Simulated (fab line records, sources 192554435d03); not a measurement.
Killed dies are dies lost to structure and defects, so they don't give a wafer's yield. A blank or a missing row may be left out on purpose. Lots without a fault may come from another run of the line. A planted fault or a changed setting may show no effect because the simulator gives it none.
Chamber matching | flow n5_finfet | N5_BEOL_M0_SAQP_MANDREL2_REMOVE_110 on rie_si-03: 4 sister chambers
The step chemistry HBr/Cl2/O2, target a-Si, stops on SiCN, bt time 10 s. 24 wafers are shown with their chamber, then 12 later ones without.

WAFERS WITH THEIR CHAMBER
wafer  | chamber | drypump_motor_current_A (A) | throttle_valve_pct (%) | oes_product_au (a.u.)
L074.2 | 3       | 6.3                         | 36.91                  | 0.988
L074.3 | 1       | 5.2                         | 36.50                  | 0.985
L074.6 | 3       | 6.3                         | 36.93                  | 0.984
L076.2 | 3       | 6.3                         | 36.90                  | 0.976
L076.5 | 1       | 5.2                         | 36.50                  | 0.989
L076.6 | 0       | 6.4                         | 36.86                  | 0.995
L077.1 | 1       | 5.2                         | 36.50                  | 0.989
L077.5 | 1       | 5.2                         | 36.49                  | 0.993
L077.6 | 2       | 6.1                         | 36.58                  | 0.989
L078.1 | 0       | 6.4                         | 36.86                  | 0.996
L078.3 | 1       | 5.2                         | 36.49                  | 0.994
L078.6 | 3       | 6.3                         | 36.90                  | 0.980
L079.3 | 1       | 5.2                         | 36.50                  | 0.988
L079.4 | 3       | 6.3                         | 36.92                  | 0.988
L079.6 | 3       | 6.3                         | 36.94                  | 0.980
L081.2 | 3       | 6.3                         | 36.92                  | 1.006
L081.4 | 2       | 6.1                         | 36.58                  | 0.999
L081.5 | 3       | 6.4                         | 36.91                  | 0.988
L083.3 | 0       | 6.4                         | 36.86                  | 0.996
L083.5 | 2       | 6.1                         | 36.58                  | 0.988
L083.6 | 3       | 6.3                         | 36.93                  | 0.994
L087.1 | 3       | 6.3                         | 36.91                  | 0.986
L087.2 | 1       | 5.2                         | 36.49                  | 1.001
L087.3 | 2       | 6.1                         | 36.57                  | 1.001

SIGNATURES (means of the wafers above)
reading                 | chamber 0 | chamber 1 | chamber 2 | chamber 3 | scatter within a chamber
drypump_motor_current_A | 6.400     | 5.200     | 6.100     | 6.310     | 0.0212
throttle_valve_pct      | 36.8600   | 36.4957   | 36.5775   | 36.9170   | 0.00963
oes_product_au          | 0.99567   | 0.99129   | 0.99425   | 0.98700   | 0.00687
Rule: a wafer's distance from a chamber is the root of the sum, over the readings, of the square of ((its reading less the chamber's mean) divided by the reading's scatter). The wafer belongs to the nearest chamber; if the next one is less than 2 further off, it can't be placed. The scatter: the root of (the sum of the squares of (reading less its chamber's mean) over the shown wafers, divided by (wafers less chambers)).

WAFERS WITHOUT THEIR CHAMBER
wafer  | drypump_motor_current_A (A) | throttle_valve_pct (%) | oes_product_au (a.u.)
L090.3 | 5.2                         | 36.52                  | 1.004
L090.4 | 5.2                         | 36.50                  | 1.001
L090.6 | 6.1                         | 36.57                  | 1.007
L088.1 | 5.2                         | 36.48                  | 1.010
L088.4 | 6.1                         | 36.58                  | 1.012
L088.6 | 5.2                         | 36.49                  | 1.003
L091.2 | 6.3                         | 36.92                  | 0.970
L091.4 | 6.4                         | 36.95                  | 0.985
L091.6 | 6.3                         | 36.91                  | 0.984
L096.1 | 6.3                         | 36.93                  | 0.976
L096.3 | 6.4                         | 36.94                  | 0.984
L096.5 | 6.4                         | 36.93                  | 0.976

WHICH CHAMBER EACH WENT THROUGH
wafer  | from the rows above | in truth
L090.3 | 1                   | 1
L090.4 | 1                   | 1
L090.6 | 2                   | 2
L088.1 | 1                   | 1
L088.4 | 2                   | 2
L088.6 | 1                   | 1
L091.2 | 3                   | 3
L091.4 | 3                   | 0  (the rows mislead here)
L091.6 | 3                   | 3
L096.1 | 3                   | 3
L096.3 | 3                   | 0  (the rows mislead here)
L096.5 | 3                   | 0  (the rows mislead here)
Placed correctly: 9 of 12. Can't be placed from these rows: 0. Placed wrongly: 3.
